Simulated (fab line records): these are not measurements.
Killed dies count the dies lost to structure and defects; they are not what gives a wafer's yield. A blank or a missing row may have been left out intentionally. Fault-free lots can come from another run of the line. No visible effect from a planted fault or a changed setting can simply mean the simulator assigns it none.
fab line records | flow n5_finfet
[record] lots = 6 wafers = 18 last_day = 18
route steps=1938 shown BEOL_M0@719 BEOL_M4@1111 PASSIVATION@1936
lots untouched by any fault: they come from a run of this same line in which no faults occurred
start_h: hours from the record's first day to the start of the lot's first wafer shown | wait_h: time in hours since the lot's previous step | " identical to the entry in the row above | L1.1+2: a row that stands for several wafers | - either no value or no given start | * or withheld: withheld | < > ~ a bound
route shown NAME@n: NAME is a module with steps in the file, n the number in the route of the first one | usual: mean/standard deviation taken from wafers without a fault | same: alike in all rows | chamber/n: place in a boat | sites: per-site readings | _std_site: standard deviation across them | _edge_site: outer sites' mean less inner sites' | radius_mm: how far each site lies from the wafer's centre | mask NAME#n: copy n | behind: the last tool/chamber to shape the wafer | hold: reason for holding the lot/hours on hold/outcome of the hold | device: the n, p or np transistor that did not switch | end of line: the route-end tests of the same wafers | a step with no rows: only its recipe | killed: at the first sort, the dies lost to defects and structure; wafer yield is something else | map: a wafer's dies, x killed, . not, _ none there
set.NAME: the setting that was run; set.NAME@STEP: the one run at that earlier step | model.NAME: the simulator's own value behind a step, which no gauge read
lots seen at some steps along the route; tables by step, rows by wafer
services: a tool's chamber out of use, with start hour (start_h, from the record's first day; less than 0 if before it), hours out, and reason
[[steps]]
[step N5_BEOL_M0_WET_ETCH_106]
[recipe] chemistry = DHF dilution = 10:1 temp_c = 25 target = SiO2 target_depth_a = 1300 dry = ipa_marangoni rinse_time_s = 30 rinse_temp_c = 23
[step N5_BEOL_M0_ETCH_128]
[recipe] chemistry = CF4/N2 target_depth_a = 120 overetch_a = 51 target = SiCN time_s = 21.4 ion_energy_ev = 150 pressure_mtorr = 40 source_w = 430 bias_w = 70 Ar_flow_sccm = 100 cf4_flow_sccm = 60 n2_flow_sccm = 60
[usual] cf4_flow_sccm = 60.01/0.17 drypump_motor_current_A = 5.8/0.42 mfc_ar_sccm = 100.0/0.34 oes_product_au = 0.57/0.063 rf_vpp_V = 382.8/2.5 showerhead_plenum_p_Torr = 2.23/0.099 throttle_valve_pct = 15.38/0.24
// columns lot.wafer tool chamber start_h wait_h cf4_flow_sccm drypump_motor_current_A mfc_ar_sccm oes_product_au rf_hours_counter_h rf_vpp_V showerhead_plenum_p_Torr throttle_valve_pct
L688.2 rie_diel-05 3 125.02 0.0 59.68 5.5 99.9 0.49 219 384.3 2.28 15.78
L688.4 " 0 " " 60.23 5.5 99.9 0.56 97 379.5 2.05 15.64
L688.5 " 1 " " 60.09 5.6 100.5 0.48 - 381.8 2.18 15.79
L697.1 rie_diel-01 2 173.72 0.0 59.87 5.1 100.3 0.64 13 379.7 2.15 15.05
L697.3 " 0 " " 60.13 5.6 100.3 0.63 21 381.7 2.17 15.31
L697.6 " 3 " " 60.01 6.5 100.6 0.62 - 385.6 2.36 15.60
L699.1 rie_diel-01 0 191.24 0.2 60.30 5.6 99.8 0.61 26 381.2 2.16 15.34
L699.3 " 2 " " 60.24 5.1 99.8 0.62 18 380.9 2.15 15.05
L699.6 " 3 " " 59.74 6.4 99.2 0.61 - 386.3 2.35 15.60
L700.1 rie_diel-03 0 193.71 0.0 59.64 5.7 100.1 0.66 4 385.4 2.35 15.02
L700.2 " 1 " " 59.96 5.5 100.3 0.61 58 385.3 2.33 15.37
L700.6 " 0 " " 59.76 5.7 99.8 0.68 - 385.7 2.35 15.02
L701.3 rie_diel-01 0 197.20 0.3 60.10 5.6 100.4 0.61 28 381.1 2.16 15.35
L701.4 " 0 " " 59.82 5.6 100.1 0.62 - 379.2 2.16 15.33
L701.6 " 3 " " 60.03 6.5 100.0 0.60 - 384.6 2.35 15.62
L707.1 rie_diel-03 3 243.45 0.7 60.14 6.4 100.2 0.47 211 381.9 2.18 15.33
L707.2 " 0 " " 60.22 5.7 100.3 0.61 22 386.0 2.35 15.06
L707.6 " 1 " " 59.89 5.4 100.0 0.57 - 386.4 2.32 15.41
[step N5_BEOL_M0_TRENCH_ETCH_107]
[recipe] chemistry = C4F6/O2 target_depth_a = 328 target = SiOC time_s = 16.4 ion_energy_ev = 250 pressure_mtorr = 30 source_w = 355 bias_w = 185 Ar_flow_sccm = 300 C4F6_flow_sccm = 10 O2_flow_sccm = 10
[step N5_BEOL_M0_STRIP_142]
[recipe] chemistry = N2/H2 time_s = 10 power_w = 450 temp_c = 40 pressure_mtorr = 20 rf_frequency_hz = 6e+07 bias_power_w = 7 n2_flow_sccm = 200 h2_flow_sccm = 200
[usual] drypump_motor_current_A = 5.8/0.42 oes_product_au = 0.83/0.093 rf_vpp_V = 59.4/0.93 showerhead_plenum_p_Torr = 2.56/0.11 throttle_valve_pct = 23.6/0.35
// columns lot.wafer tool chamber start_h wait_h drypump_motor_current_A oes_product_au rf_hours_counter_h rf_vpp_V showerhead_plenum_p_Torr throttle_valve_pct
L688.2 rie_diel-05 3 125.08 0.0 5.5 0.70 219 59.3 2.63 23.6
L688.4 " 0 " " 5.5 0.81 97 58.4 2.37 24.0
L688.5 " 1 " " 5.6 0.66 - 58.6 2.50 24.1
L697.1 rie_diel-01 2 173.78 0.0 5.1 0.94 13 60.0 2.47 23.0
L697.3 " 0 " " 5.6 0.89 21 58.9 2.49 23.6
L697.6 " 3 " " 6.5 0.89 - 58.7 2.69 23.6
L699.1 rie_diel-01 0 191.31 0.0 5.6 0.89 26 60.0 2.49 23.6
L699.3 " 2 " " 5.1 0.93 18 57.7 2.47 23.0
L699.6 " 3 " " 6.4 0.88 - 58.2 2.69 23.7
L700.1 rie_diel-03 0 193.78 0.0 5.6 0.96 4 58.6 2.71 23.5
L700.2 " 1 " " 5.4 0.86 58 59.8 2.71 24.0
L700.6 " 0 " " 5.6 0.96 - 59.4 2.71 23.5
L701.3 rie_diel-01 0 197.26 0.0 5.6 0.88 28 59.0 2.49 23.6
L701.4 " 0 " " 5.7 0.88 - 59.9 2.49 23.6
L701.6 " 3 " " 6.5 0.87 - 59.9 2.69 23.6
L707.1 rie_diel-03 3 243.51 0.0 6.4 0.69 211 59.3 2.49 23.1
L707.2 " 0 " " 5.6 0.91 22 58.1 2.70 23.5
L707.6 " 1 " " 5.5 0.84 - 58.9 2.70 24.0
[step N5_BEOL_M0_OCD_MEAS_108]
[usual] trench_depth_nm = 33.1/0.65
// columns lot.wafer tool chamber start_h wait_h trench_depth_nm
L688.2 ocd-02 - 125.16 0.1 33.3
L688.4 " - " " 33.1
L688.5 " - " " 31.7
L697.1 ocd-02 - 173.86 0.1 34.0
L697.3 " - " " 33.2
L697.6 " - " " 33.8
L699.1 ocd-01 - 191.39 0.1 32.9
L699.3 " - " " 33.2
L699.6 " - " " 33.8
L700.1 ocd-01 - 193.86 0.1 33.0
L700.2 " - " " 33.3
L700.6 " - " " 32.8
L701.3 ocd-01 - 197.35 0.1 32.6
L701.4 " - " " 32.5
L701.6 " - " " 33.9
L707.1 ocd-02 - 243.59 0.1 32.7
L707.2 " - " " 33.2
L707.6 " - " " 33.7
[step N5_BEOL_M0_HM_STRIP_129]
[recipe] chemistry = peroxide_tin_strip material = TiN target_depth_a = 170 temp_c = 50 time_s = 108
[step N5_BEOL_M0_SRD_130]
[recipe] time_s = 30 temp_c = 23 rinse_liquid = diw dry = ipa_marangoni
[step N5_BEOL_M0_ETCH_109]
[recipe] chemistry = CH3F/O2 target_depth_a = 80 overetch_a = 24 target = SiCN time_s = 27.4 ion_energy_ev = 120 pressure_mtorr = 30 source_w = 395 bias_w = 75 Ar_flow_sccm = 150 CH3F_flow_sccm = 30 O2_flow_sccm = 20
[usual] O2_flow_sccm = 20.00/0.055 drypump_motor_current_A = 5.7/0.4 mfc_ar_sccm = 150.0/0.47 oes_product_au = 0.70/0.081 rf_vpp_V = 297.7/2 showerhead_plenum_p_Torr = 2.01/0.092 throttle_valve_pct = 16.29/0.23
// columns lot.wafer tool chamber start_h wait_h O2_flow_sccm drypump_motor_current_A mfc_ar_sccm oes_product_au rf_hours_counter_h rf_vpp_V showerhead_plenum_p_Torr throttle_valve_pct
L688.2 rie_diel-05 1 125.27 0.0 19.93 5.6 149.7 0.58 249 296.6 1.98 16.65
L688.4 " 3 " " 19.92 5.5 149.7 0.60 219 298.4 2.06 16.59
L688.5 " 3 " " 19.94 5.5 149.6 0.61 - 299.3 2.06 16.58
L697.1 rie_diel-03 2 174.31 0.4 20.00 5.7 150.8 0.58 230 294.5 1.89 16.60
L697.3 " 3 " " 20.03 6.5 149.9 0.61 187 296.2 1.98 16.17
L697.6 " 2 " " 19.97 5.6 150.8 0.60 - 297.3 1.89 16.61
L699.1 rie_diel-05 2 191.50 0.0 19.99 5.6 150.1 0.73 57 300.1 2.10 16.13
L699.3 " 1 " " 19.97 5.5 149.9 0.78 14 295.4 1.97 16.16
L699.6 " 2 " " 19.98 5.6 150.5 0.73 - 301.5 2.10 16.14
L700.1 rie_diel-05 3 193.97 0.0 20.01 5.5 150.8 0.58 244 298.4 2.05 16.64
L700.2 " 2 " " 20.07 5.6 150.5 0.73 58 300.8 2.10 16.14
L700.6 " 2 " " 19.97 5.6 150.4 0.73 - 299.9 2.10 16.13
L701.3 rie_diel-03 0 197.53 0.1 20.00 5.6 149.5 0.80 6 299.9 2.13 15.87
L701.4 " 1 " " 20.12 5.4 150.5 0.73 59 300.0 2.12 16.32
L701.6 " 0 " " 20.03 5.7 149.3 0.84 - 300.9 2.13 15.88
L707.1 rie_diel-03 0 244.45 0.8 19.98 5.7 150.1 0.77 22 300.4 2.12 15.90
L707.2 " 3 " " 19.97 6.4 149.8 0.60 212 296.3 1.97 16.22
L707.6 " 3 " " 20.08 6.4 150.4 0.60 - 297.0 1.97 16.22
[step N5_BEOL_M0_STRIP_139]
[recipe] chemistry = post_etch_residue_remover time_s = 60 temp_c = 25 remover_ph = withheld remover_water_wt_pct = withheld remover_fluoride_wt_pct = withheld
[step N5_BEOL_M0_SRD_111]
[recipe] time_s = 30 temp_c = 23 rinse_liquid = diw dry = ipa_marangoni
[step N5_BEOL_M0_DEGAS_112]
[recipe] ambient = vacuum temp_c = 250 time_s = 60
[usual] heater_power_w = 321/37 susceptor_temp_C = 250.01/0.15
// columns lot.wafer tool chamber start_h wait_h heater_power_w susceptor_temp_C
L688.2 pvd_sputter-01 - 125.75 0.3 265 250.15
L688.4 " - " " 387 250.13
L688.5 " - " " 358 249.90
L697.1 pvd_sputter-01 - 174.48 0.0 356 250.09
L697.3 " - " " 271 249.77
L697.6 " - " " 306 250.19
L699.1 pvd_sputter-03 - 192.07 0.4 344 249.72
L699.3 " - " " 303 250.10
L699.6 " - " " 301 250.08
L700.1 pvd_sputter-01 - 194.41 0.3 260 249.99
L700.2 " - " " 381 250.12
L700.6 " - " " 360 249.84
L701.3 pvd_sputter-03 - 200.27 2.6 321 250.07
L701.4 " - " " 344 250.07
L701.6 " - " " 331 250.23
L707.1 pvd_sputter-03 - 245.06 0.5 304 250.09
L707.2 " - " " 335 249.99
L707.6 " - " " 310 249.84
[step N5_BEOL_M0_PRE_CLEAN_113]
[recipe] gas = H2/He time_s = 30 temp_c = 250
[usual] heater_power_w = 320/37 susceptor_temp_C = 250.02/0.17
// columns lot.wafer tool chamber start_h wait_h heater_power_w susceptor_temp_C
L688.2 pvd_sputter-01 - 125.80 0.0 262 250.15
L688.4 " - " " 390 250.05
L688.5 " - " " 347 249.89
L697.1 pvd_sputter-01 - 174.52 0.0 364 249.88
L697.3 " - " " 265 249.94
L697.6 " - " " 307 250.18
L699.1 pvd_sputter-03 - 192.11 0.0 328 250.39
L699.3 " - " " 298 249.61
L699.6 " - " " 304 250.06
L700.1 pvd_sputter-01 - 194.45 0.0 260 249.98
L700.2 " - " " 388 249.80
L700.6 " - " " 357 250.05
L701.3 pvd_sputter-03 - 200.31 0.0 325 250.25
L701.4 " - " " 336 249.87
L701.6 " - " " 326 250.13
L707.1 pvd_sputter-03 - 245.10 0.0 305 249.94
L707.2 " - " " 335 249.94
L707.6 " - " " 305 250.08
[step N5_BEOL_M0_ALD_136]
[recipe] material = TaN target_thk_a = * temp_c = 275 ald_precursor_family = PDMAT ald_co_reactant = NH3 pressure_torr = 3 carrier_flow_sccm = 1500 pulse_time_s = 2 purge_time_s = 3 co_reactant_purge_time_s = 2 co_reactant_pulse_time_s = 3 ald_cycles = 30 precursor_vessel_temp_c = 75 precursor_vessel_pressure_torr = 26.25 precursor_vessel_carrier_sccm = 1000
[usual] ald_cycles = 30/0 heater_power_w = 411/47 precursor_vessel_carrier_sccm = 1000/3.1 susceptor_temp_C = 274.99/0.16
// columns lot.wafer tool chamber start_h wait_h ald_cycles heater_power_w precursor_vessel_carrier_sccm susceptor_temp_C
L688.2 ald_metal-04 2 125.87 0.0 30 428 996 275.04
L688.4 " 3 " " 30 368 997 274.90
L688.5 " 3 " " 30 381 998 274.84
L697.1 ald_metal-02 3 174.60 0.1 30 358 999 275.07
L697.3 " 1 " " 30 388 999 274.98
L697.6 " 1 " " 30 387 1005 274.84
L699.1 ald_metal-01 3 192.23 0.1 30 399 1006 275.02
L699.3 " 1 " " 30 448 1000 274.83
L699.6 " 0 " " 30 478 999 275.20
L700.1 ald_metal-02 1 194.51 0.0 29 381 1002 -
L700.2 " 0 " " 30 344 998 274.96
L700.6 " 1 " " 30 390 1000 275.05
L701.3 ald_metal-02 3 200.46 0.1 29 362 1002 -
L701.4 " 1 " " 30 384 1007 274.93
L701.6 " 3 " " 30 355 999 275.06
L707.1 ald_metal-01 3 245.18 0.1 30 397 1003 274.90
L707.2 " 0 " " 30 489 999 274.89
L707.6 " 3 " " 30 403 1007 275.08
[step N5_BEOL_M0_SURFACE_TREAT_137]
[recipe] gas = Ar time_s = * ion_energy_ev = * ion_current_ma_cm2 = 0.5 pressure_mtorr = * ar_flow_sccm = 30
[step N5_BEOL_M4_RC_MEAS_101]
[usual] DIBL_N = 36.1/1.6 DIBL_P = 35.8/2 IOFF_N = 0.157/0.029 IOFF_P = 0.21/0.034 ION_N = 677/13 ION_P = 465/8.1 SS_N = 71.3/0.61 SS_P = 73.2/0.65 VT_N = 249/3.3 VT_P = -250/3.2
// columns lot.wafer tool chamber start_h wait_h DIBL_N[mV/V] DIBL_P[mV/V] IOFF_N[nA/um] IOFF_P[nA/um] ION_N[uA/um] ION_P[uA/um] SS_N[mV/dec] SS_P[mV/dec] VT_N[mV] VT_P[mV]
L688.2 prober-02 0 209.13 0.2 37.6 35.6 0.162 0.21 662 454 71.2 73.3 253 -250
L688.4 " 0 " " 37.5 36.0 0.168 0.22 680 465 71.5 72.8 250 -248
L688.5 " 0 " " 35.7 34.0 0.127 0.18 668 461 70.8 71.6 254 -252
L697.1 prober-02 0 273.60 0.0 36.0 35.6 0.161 0.21 686 468 71.5 73.0 245 -248
L697.3 " 0 " " 37.2 36.8 0.173 0.22 669 460 72.2 73.2 249 -250
L697.6 " 0 " " 36.8 36.5 0.178 0.22 695 469 72.2 72.4 246 -249
L700.1 prober-01 0 273.71 0.0 36.1 36.6 0.150 0.17 677 458 71.5 74.2 249 -257
L700.2 " 0 " " 36.0 36.0 0.143 0.16 675 458 71.0 73.5 257 -257
L700.6 " 0 " " 38.7 39.0 0.194 0.20 687 462 72.1 74.1 248 -254
L699.1 prober-02 0 274.88 0.0 36.0 37.3 0.165 0.24 682 478 71.3 72.7 246 -250
L699.3 " 0 " " 36.8 38.0 0.177 0.23 695 480 72.0 73.9 246 -249
L699.6 " 0 " " 36.3 37.4 0.163 0.22 697 475 71.8 72.5 249 -250
L701.3 prober-02 0 292.13 0.3 30.4 29.5 0.094 0.13 666 459 70.3 71.7 256 -256
L701.4 " 0 " " 33.8 33.4 0.130 0.17 680 470 70.5 73.2 250 -253
L701.6 " 0 " " 32.0 30.8 0.104 0.14 659 451 70.3 72.7 254 -256
L707.1 prober-02 0 315.44 0.0 36.5 36.4 0.175 0.22 683 461 71.8 73.7 249 -249
L707.2 " 0 " " 35.7 35.6 0.160 0.22 687 472 71.0 73.5 249 -249
L707.6 " 0 " " 36.7 36.6 0.182 0.23 684 464 71.5 73.3 248 -248
[step N5_PASSIVATION_PROBE_49]
[usual] defect_limited_yield = 91.0/1.4 killed_at_M0_to_M3 = 33/11 killed_at_M4_up = 14/5 killed_at_contacts = 11/7.3 killed_at_front_end = 43/12 killed_at_other = 4/3.1 killed_dies = 106/17 killed_open = 69/13 killed_short = 34/8.7 sort_bin_5_function = 5.2/0.96 sort_bin_6_memory = 3.3/0.66 sort_n_pass = 1074/17 sort_yield_pct = 91.0/1.4
[same] gross_dies = 1180 killed_at_back_side = 0 sort_bin_4_leakage[%] = 0 sort_bin_8_speed[%] = 0
// columns lot.wafer tool chamber start_h wait_h defect_limited_yield[%] killed_at_M0_to_M3 killed_at_M4_up killed_at_contacts killed_at_front_end killed_at_other killed_dies killed_open killed_short sort_bin_5_function[%] sort_bin_6_memory[%] sort_n_pass sort_yield_pct[%]
L688.2 prober-02 - 318.27 0.1 93.6 24 12 13 23 4 76 46 30 3.7 2.3 1104 93.6
L688.4 prober-02 - 318.37 0.2 91.9 36 17 3 39 0 95 67 22 4.8 2.5 1085 91.9
L688.5 prober-02 - 318.42 0.2 93.4 18 15 7 34 4 78 54 22 4.1 2.3 1102 93.4
L697.1 prober-02 - 377.70 0.0 91.2 30 14 9 41 10 104 70 33 4.9 3.6 1076 91.2
L697.3 prober-02 - 377.80 0.1 91.8 34 10 8 41 4 97 61 34 4.2 3.7 1083 91.8
L697.6 prober-02 - 377.95 0.3 90.0 57 8 10 42 1 118 80 31 4.9 4.2 1062 90.0
L700.1 prober-02 - 384.28 0.0 91.7 30 9 6 50 3 98 71 27 4.7 3.6 1082 91.7
L700.2 prober-02 - 384.33 0.1 89.7 47 7 10 53 4 121 81 34 6.4 3.2 1059 89.7
L700.6 prober-02 - 384.53 0.3 90.7 29 18 18 41 4 110 65 37 5.3 3.1 1070 90.7
L699.1 prober-01 - 394.29 0.0 87.6 56 23 5 58 4 146 87 57 7.9 4.1 1034 87.6
L699.3 prober-01 - 394.39 0.1 91.9 25 18 3 49 1 96 65 31 5.3 2.8 1084 91.9
L699.6 prober-01 - 394.54 0.3 92.4 19 18 6 47 0 90 60 30 4.7 2.5 1090 92.4
L701.3 prober-02 - 407.23 0.1 90.8 30 17 13 42 6 108 80 28 5.2 3.5 1072 90.8
L701.4 prober-02 - 407.28 0.2 88.5 30 25 31 46 4 136 99 36 6.0 4.8 1044 88.5
L701.6 prober-02 - 407.38 0.3 88.0 28 11 41 61 1 142 94 45 7.0 4.6 1038 88.0
// killed by level:class
L688.2 MOL_CONTACT_COAG:geometric_particle:open=7 MOL_CONTACT_COAG:geometric_particle:short=6 BEOL_M1:geometric_particle:open=5 FIN_SAQP:geometric_particle:short=4 DUMMY_GATE:geometric_particle:open=4 GATE_CUT:geometric_particle:open=4 BEOL_M0_SAQP:geometric_particle:open=4 BEOL_M0_SAQP:geometric_particle:short=4
L688.4 DUMMY_GATE:geometric_particle:open=10 BEOL_M4:geometric_particle:open=10 BEOL_M2:geometric_particle:open=8 BEOL_M0_SAQP:geometric_particle:open=8 STARTING-WAFER:geometric_particle:open=6 BEOL_M2:geometric_particle:short=5 BEOL_M3:geometric_particle:open=5 STI_FIN_REVEAL:geometric_particle:open=4
L688.5 DUMMY_GATE:geometric_particle:open=9 MOL_CONTACT_COAG:geometric_particle:open=6 BEOL_M1:geometric_particle:open=5 STI_FIN_REVEAL:geometric_particle:open=4 GATE_CUT:geometric_particle:open=4 BEOL_M5:geometric_particle:open=4 FIN_SAQP:geometric_particle:short=3 GATE_CUT:geometric_particle:short=3
L697.1 MOL_CONTACT_COAG:geometric_particle:open=8 STI_FIN_REVEAL:geometric_particle:open=7 BEOL_M0_SAQP:geometric_particle:open=7 BEOL_M3:geometric_particle:open=7 FIN_SAQP:geometric_particle:short=6 BEOL_M1:geometric_particle:open=5 DUMMY_GATE:geometric_particle:open=5 BEOL_M2:geometric_particle:open=5
L697.3 STI_FIN_REVEAL:geometric_particle:open=16 BEOL_M0_SAQP:geometric_particle:short=12 DUMMY_GATE:geometric_particle:open=7 MOL_CONTACT_COAG:geometric_particle:open=6 BEOL_M2:geometric_particle:open=6 BEOL_M3:geometric_particle:open=6 BEOL_M1:geometric_particle:open=5 DUMMY_GATE:geometric_particle:short=4
L697.6 BEOL_M0_SAQP:geometric_particle:open=13 BEOL_M2:geometric_particle:open=13 STI_FIN_REVEAL:geometric_particle:open=8 DUMMY_GATE:geometric_particle:open=8 BEOL_M1:geometric_particle:open=7 BEOL_M0_SAQP:geometric_particle:short=7 BEOL_M3:geometric_particle:open=7 MOL_CONTACT_COAG:geometric_particle:open=6
L700.1 STI_FIN_REVEAL:geometric_particle:open=17 FIN_SAQP:geometric_particle:open=14 FIN_SAQP:geometric_particle:short=8 BEOL_M0_SAQP:geometric_particle:short=8 BEOL_M0_SAQP:geometric_particle:open=6 MOL_CONTACT_COAG:geometric_particle:open=5 BEOL_M1:geometric_particle:open=5 BEOL_M2:geometric_particle:open=5
L700.2 BEOL_M0_SAQP:geometric_particle:open=20 BEOL_M0_SAQP:geometric_particle:short=19 STI_FIN_REVEAL:geometric_particle:open=18 FIN_SAQP:geometric_particle:open=17 MOL_CONTACT_COAG:geometric_particle:open=10 FIN_SAQP:geometric_particle:short=7 HKMG_FIN:area_etch=4 GATE_CUT:geometric_particle:short=3
L700.6 MOL_CONTACT_COAG:geometric_particle:open=15 BEOL_M4:geometric_particle:open=9 BEOL_M2:geometric_particle:open=8 HKMG_FIN:area_etch=7 STI_FIN_REVEAL:geometric_particle:open=6 BEOL_M0_SAQP:geometric_particle:open=6 FIN_SAQP:geometric_particle:short=5 BEOL_M0_SAQP:geometric_particle:short=5
L699.1 BEOL_M0_SAQP:geometric_particle:open=22 FIN_SAQP:geometric_particle:short=20 BEOL_M0_SAQP:geometric_particle:short=15 FIN_SAQP:geometric_particle:open=10 BEOL_M4:geometric_particle:open=10 DUMMY_GATE:geometric_particle:open=9 BEOL_M2:geometric_particle:open=9 MOL_CONTACT_COAG:geometric_particle:open=5
L699.3 FIN_SAQP:geometric_particle:open=10 FIN_SAQP:geometric_particle:short=10 BEOL_M0_SAQP:geometric_particle:open=9 GATE_CUT:geometric_particle:short=8 BEOL_M4:geometric_particle:open=7 DUMMY_GATE:geometric_particle:open=6 BEOL_M5:geometric_particle:open=6 BEOL_M0_SAQP:geometric_particle:short=5
L699.6 FIN_SAQP:geometric_particle:short=12 BEOL_M4:geometric_particle:open=11 FIN_SAQP:geometric_particle:open=10 STI_FIN_REVEAL:geometric_particle:open=7 BEOL_M0_SAQP:geometric_particle:open=7 MOL_CONTACT_COAG:geometric_particle:open=5 STI_FIN_REVEAL:geometric_particle:short=4 DUMMY_GATE:geometric_particle:open=4
L701.3 FIN_SAQP:geometric_particle:open=15 BEOL_M0_SAQP:geometric_particle:short=12 BEOL_M4:geometric_particle:open=11 STI_FIN_REVEAL:geometric_particle:open=10 MOL_CONTACT_COAG:geometric_particle:open=10 BEOL_M1:geometric_particle:open=6 BEOL_M2:geometric_particle:open=5 FIN_SAQP:geometric_particle:short=4
L701.4 MOL_CONTACT_COAG:geometric_particle:open=25 BEOL_M4:geometric_particle:open=17 STI_FIN_REVEAL:geometric_particle:open=15 BEOL_M0_SAQP:geometric_particle:open=12 FIN_SAQP:geometric_particle:short=6 MOL_CONTACT_COAG:geometric_particle:short=6 FIN_SAQP:geometric_particle:open=5 BEOL_M5:geometric_particle:open=4
L701.6 MOL_CONTACT_COAG:geometric_particle:open=33 STI_FIN_REVEAL:geometric_particle:open=18 FIN_SAQP:geometric_particle:short=12 BEOL_M0_SAQP:geometric_particle:short=9 FIN_SAQP:geometric_particle:open=8 MOL_CONTACT_COAG:geometric_particle:short=8 BEOL_M0_SAQP:geometric_particle:open=7 DUMMY_GATE:geometric_particle:open=6
[[services]]
// columns tool chamber start_h hours kind
rie_diel-01 0 102.87 - clean
rie_diel-01 0 102.87 - consumable_replace:focus_ring
rie_diel-01 0 102.87 18.1 scheduled_down
ald_metal-01 1 105.97 13.8 repair
pvd_sputter-01 - 116.46 0.7 repair
ald_metal-02 - 122.85 0.7 repair
rie_diel-03 0 138.30 - clean
rie_diel-03 0 138.30 - consumable_replace:focus_ring
rie_diel-03 0 138.30 - consumable_replace:showerhead
rie_diel-03 0 138.30 41.9 scheduled_down
rie_diel-03 0 138.30 41.9 vent_cycle
ald_metal-02 - 143.93 2.1 repair
rie_diel-03 2 165.53 5.8 repair
ald_metal-01 0 166.99 8.8 repair
ald_metal-01 - 177.04 14.6 pm
rie_diel-05 0 191.10 10.4 repair
rie_diel-01 2 193.46 18.9 repair
rie_diel-03 2 206.92 7.6 repair
ald_metal-02 - 208.01 14.6 pm
rie_diel-03 2 243.45 - clean
rie_diel-03 2 243.45 - consumable_replace:focus_ring
rie_diel-03 2 243.45 - consumable_replace:showerhead
rie_diel-03 2 243.45 24.1 scheduled_down
rie_diel-03 2 243.45 24.1 vent_cycle
[[key]]
[first_sign] step = N5_BEOL_M0_ALD_136 reading = ald_cycles direction = down sigmas = 99+ usual = * struck = *
effect none on later readings
met_at N5_BEOL_M0_ALD_136
struck_wafers L700.1,L701.3
onset_between 174.60 194.51
[fault] kind = process_parameter_drift tool = ald_metal-02 chamber = - onset_h = 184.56 steps = N5_BEOL_M0_ALD_136 channel = ald_cycles offset = * shape = step end_h = 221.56 scope = struck_wafers_only acts_in = * stated = *
